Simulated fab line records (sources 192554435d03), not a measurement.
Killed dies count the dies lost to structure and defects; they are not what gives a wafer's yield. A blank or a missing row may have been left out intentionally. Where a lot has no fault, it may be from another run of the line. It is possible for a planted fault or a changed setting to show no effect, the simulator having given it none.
Matching of chambers ; flow n5_finfet ; N5_BEOL_M14_ILD_DEP_00 on pecvd-04: 3 sister chambers
The step deposits SiO2 from TEOS/O2, target thk 1119.3 nm, time 237.4 s. 6 wafers are shown with their chamber, then 7 later ones without.

WAFERS WITH THEIR CHAMBER
wafer;chamber;throttle_valve_pct (%);showerhead_plenum_p_Torr (Torr)
L085.6;0;17.4;8.27
L084.2;0;17.8;8.29
L086.1;1;19.6;8.33
L086.5;2;17.8;8.35
L088.2;2;17.7;8.38
L088.3;1;19.4;8.30

WAFERS WITHOUT THEIR CHAMBER
wafer;throttle_valve_pct (%);showerhead_plenum_p_Torr (Torr)
L088.4;17.7;8.30
L090.3;20.0;8.34
L090.4;19.9;8.32
L090.6;17.7;8.27
L093.2;17.8;8.28
L093.3;19.6;8.32
L093.4;19.9;8.30

EACH ONE'S CHAMBER
wafer;from the rows above;in truth
L088.4;0;0
L090.3;1;1
L090.4;1;1
L090.6;0;0
L093.2;0;0
L093.3;1;1
L093.4;1;1
Placed correctly: 7 of 7. Not placeable from these rows: 0. Placed wrongly: 0.
How it was worked out, from the rows above alone: a wafer's distance from a chamber is the root of the sum, over the readings, of the square of ((its reading less the chamber's mean) divided by the reading's scatter). If the next closest chamber is less than 2 further off than the closest, the wafer can't be placed; otherwise it belongs to the closest. A chamber's mean is the mean of its shown wafers. The scatter is the square root of a quotient: the sum, over the shown wafers, of each reading's squared deviation from its chamber's mean, divided by wafers minus chambers.
